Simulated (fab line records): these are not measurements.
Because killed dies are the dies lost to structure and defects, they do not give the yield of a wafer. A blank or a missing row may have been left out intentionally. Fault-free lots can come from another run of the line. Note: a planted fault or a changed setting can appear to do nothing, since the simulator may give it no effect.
A lot that was struck, set against a sound lot :: flow nand-harc :: 29 out of 1159 route steps
Sound: wafers L832.2, L832.4, L832.6. The struck wafers were L818.2, L818.3, L818.5. The cause is named last.
For every step that has rows: the tool of each side, followed by ch and its chambers, followed by its first start. Under that, the readings that differ: sound wafers :: struck wafers :: difference of the means :: sigmas: that difference in standard deviations of wafers without a fault.
alike: same words and numbers on both sides, and readings whose means sit less than 2 such deviations apart. not compared: any withheld reading, any reading some wafer has no value for, any bound like >300 that may hide the same value, and any number with overlapping values for which the record gives no deviation.
Wherever a step has rows on one side only, a row that says differs or no value, or a row with sigmas, the two part there. Non-overlapping numbers with no deviation appear without sigmas and do not part them. Lack of a reading on every wafer of one side parts them only where that side has two or more wafers.

first, 1 step without rows for these wafers: NHARC_A_CHANNEL_HOLE_D1_DEVELOP_09 (develop time 35 s).
NHARC_A_CHANNEL_HOLE_D1_CD_MEAS_10: target cd 100 nm.
  sound on cd-sem-01 ch 0, day 13 07:13; struck on cd-sem-03 ch 0, day 10 08:10
  alike: cd-nm
NHARC_A_CHANNEL_HOLE_D1_OVL_MEAS_11:
  sound on overlay-02 at day 13 07:18; struck on overlay-01 at day 10 08:16
reading: overlay-x-nm (nm)
sound: 1.9 2.0 2.3
struck: -1.3 -0.9 -0.3
difference: -2.9
sigmas: -3
  alike: overlay-y-nm
NHARC_A_CHANNEL_HOLE_D1_INSPECT_12:
  sound on defect-inspect-01 at day 13 07:20; struck on defect-inspect-01 at day 10 08:17
  alike: raw-defect-count
then, 5 steps without rows for these wafers: NHARC_A_CHANNEL_HOLE_D1_DESCUM_15 (chemistry O2, time 3 s); NHARC_A_CHANNEL_HOLE_D1_ETCH_38 (etches the open film in CF4, target depth 39 nm, time 65 s); NHARC_A_CHANNEL_HOLE_D1_ETCH_39 (etches the open film in N2/H2, target depth 260 nm, time 325 s); NHARC_A_CHANNEL_HOLE_D1_ETCH_34 (etches the open film in CF4/CHF3, target depth 154 nm, time 77 s); NHARC_A_CHANNEL_HOLE_D1_ETCH_16 (etches the open film in O2/COS, target depth 3100 nm, time 806 s).
NHARC_A_CHANNEL_HOLE_D1_CD_MEAS_18:
  sound on cd-sem-01 at day 13 08:32; struck on cd-sem-01 at day 10 09:28
  alike: cd-nm
NHARC_A_CHANNEL_HOLE_D1_ETCH_19: etches the open film in C4F8/O2/Ar, time 34.5 s.
  sound on har-etch-02 ch 0,1, day 13 08:36; struck on har-etch-01 ch 0,1, day 10 09:33
reading: c4f8-flow-sccm (sccm)
sound: 28.79 28.58 28.76
struck: 28.91 28.94 28.92
difference: +0.21
sigmas: +2
  alike: bias-v, drypump-motor-current-A, rf-fwd-power-W, showerhead-plenum-p-Torr, throttle-valve-pct
  not compared: rf-hours-counter-h
NHARC_A_CHANNEL_HOLE_D1_ETCH_20: etches the open film in C4F8/O2/Ar, time 361.9 s, target depth 1600 nm.
  sound on har-etch-02 ch 0,1, day 13 08:43; struck on har-etch-01 ch 0,1, day 10 09:40
  alike: c4f8-flow-sccm, chamber-pressure-mTorr, drypump-motor-current-A, showerhead-plenum-p-Torr, throttle-valve-pct
  not compared: rf-hours-counter-h
NHARC_A_CHANNEL_HOLE_D1_ETCH_21: etches the open film in C4F8/O2/Ar, time 514.3 s, target depth 1600 nm.
  sound on har-etch-02 ch 0,1, day 13 09:02; struck on har-etch-01 ch 0,1, day 10 09:59
  no value came back on the struck wafers for any of 5 readings (c4f8-flow-sccm (sccm), chamber-pressure-mTorr (mTorr) and others); on the sound wafers c4f8-flow-sccm (sccm) reads 89.38 88.98 89.14
  not compared: rf-hours-counter-h
NHARC_A_CHANNEL_HOLE_D1_ETCH_22: etches the open film in C4F8/O2/Ar, time 666.7 s, target depth 1600 nm.
  sound on har-etch-02 ch 0,1, day 13 09:28; struck on har-etch-01 ch 0,1, day 10 10:25
  alike: c4f8-flow-sccm, chamber-pressure-mTorr, drypump-motor-current-A, showerhead-plenum-p-Torr, throttle-valve-pct
  not compared: rf-hours-counter-h
then, 1 step without rows for these wafers: NHARC_A_CHANNEL_HOLE_D1_ETCH_23 (etches the open film in C4F8/O2/Ar, time 819 s, target depth 1600 nm).
NHARC_A_CHANNEL_HOLE_D1_ETCH_24: etches the open film in C4F8/O2/Ar, time 906.2 s, target depth 1500 nm.
  sound on har-etch-02 ch 0,1, day 13 10:44; struck on har-etch-01 ch 0,1, day 10 11:41
  alike: c4f8-flow-sccm, chamber-pressure-mTorr, drypump-motor-current-A, showerhead-plenum-p-Torr, throttle-valve-pct
  not compared: rf-hours-counter-h
then, 2 steps without rows for these wafers: NHARC_A_CHANNEL_HOLE_D1_ETCH_25 (etches the open film in C4F8/O2/Ar, time 1040.2 s, target depth 1500 nm); NHARC_A_CHANNEL_HOLE_D1_ETCH_26 (etches the open film in C4F8/O2/Ar, time 224.1 s, target depth 300 nm).
NHARC_A_CHANNEL_HOLE_D1_ETCH_33: etches the open film in C4F8/O2/Ar, time 90 s, target depth 400 nm.
  sound on har-etch-02 ch 0,1, day 13 12:35; struck on har-etch-01 ch 0,1, day 10 13:33
  alike: bias-v, c4f8-flow-sccm, drypump-motor-current-A, rf-fwd-power-W, showerhead-plenum-p-Torr, throttle-valve-pct
  not compared: rf-hours-counter-h
then, 3 steps without rows for these wafers: NHARC_A_CHANNEL_HOLE_D1_STRIP_41 (strips in N2/H2); NHARC_A_CHANNEL_HOLE_D1_STRIP_42 (strips in CF4/CHF3); NHARC_A_CHANNEL_HOLE_D1_STRIP_43 (strips in O2/COS).
NHARC_A_CHANNEL_HOLE_D1_ETCH_44: etches the open film in CF4/O2, target depth 140 nm, overetch 14 nm, time 77 s.
  sound on rie-diel-06 ch 0,1,2, day 13 13:20; struck on rie-diel-12 ch 1,3, day 10 14:18
reading: model.A_CHANNEL_HOLE_D1.cd-nm (nm)
sound: 90.16 92.16 91.67
struck: 104.7 96.56 98.24
difference: +8.5
sigmas: 
  alike: bias-w, cf4-flow-sccm, drypump-motor-current-A, oes-product-au, rf-fwd-power-W, rf-vpp-V, showerhead-plenum-p-Torr, throttle-valve-pct
  not compared: rf-hours-counter-h
then, 3 steps without rows for these wafers: NHARC_A_CHANNEL_HOLE_D1_STRIP_27 (strips in O2); NHARC_A_CHANNEL_HOLE_D1_PRECLEAN_28 (cleans in SC1); NHARC_A_CHANNEL_HOLE_D1_SRD_29.
NHARC_A_CHANNEL_HOLE_D1_CD_MEAS_30:
  sound on cd-sem-02 at day 13 14:08; struck on cd-sem-02 at day 10 15:06
reading: cd-nm (nm)
sound: 90.0 91.4 91.8
struck: 0.3 -0.1 0.0
difference: -91.0
sigmas: -61
NHARC_A_CHANNEL_HOLE_D1_XSEM_31:
  sound on xsem-01 ch 0, day 13 14:13; struck on xsem-01 ch 0, day 10 15:12
reading: bot-cd-nm (nm)
sound: 75.0 76.0 75.7
struck: 0.0 0.0 0.0
difference: -75.6
sigmas: -44

reading: bow-nm (nm)
sound: 8.61 8.63 8.71
struck: 0.01 0.01 0.01
difference: -8.64
sigmas: -33
  alike: tilt-deg
NHARC_A_CHANNEL_HOLE_D1_INSPECT_40:
  sound on defect-inspect-01 at day 13 14:19; struck on defect-inspect-01 at day 10 15:17
  alike: raw-defect-count

== WHERE THEY PART ==
First at NHARC_A_CHANNEL_HOLE_D1_OVL_MEAS_11; last, within this record, at NHARC_A_CHANNEL_HOLE_D1_XSEM_31. Later steps at which nothing parts them and some readings are alike: NHARC_A_CHANNEL_HOLE_D1_INSPECT_40.

WHY: what had been put in by the simulator
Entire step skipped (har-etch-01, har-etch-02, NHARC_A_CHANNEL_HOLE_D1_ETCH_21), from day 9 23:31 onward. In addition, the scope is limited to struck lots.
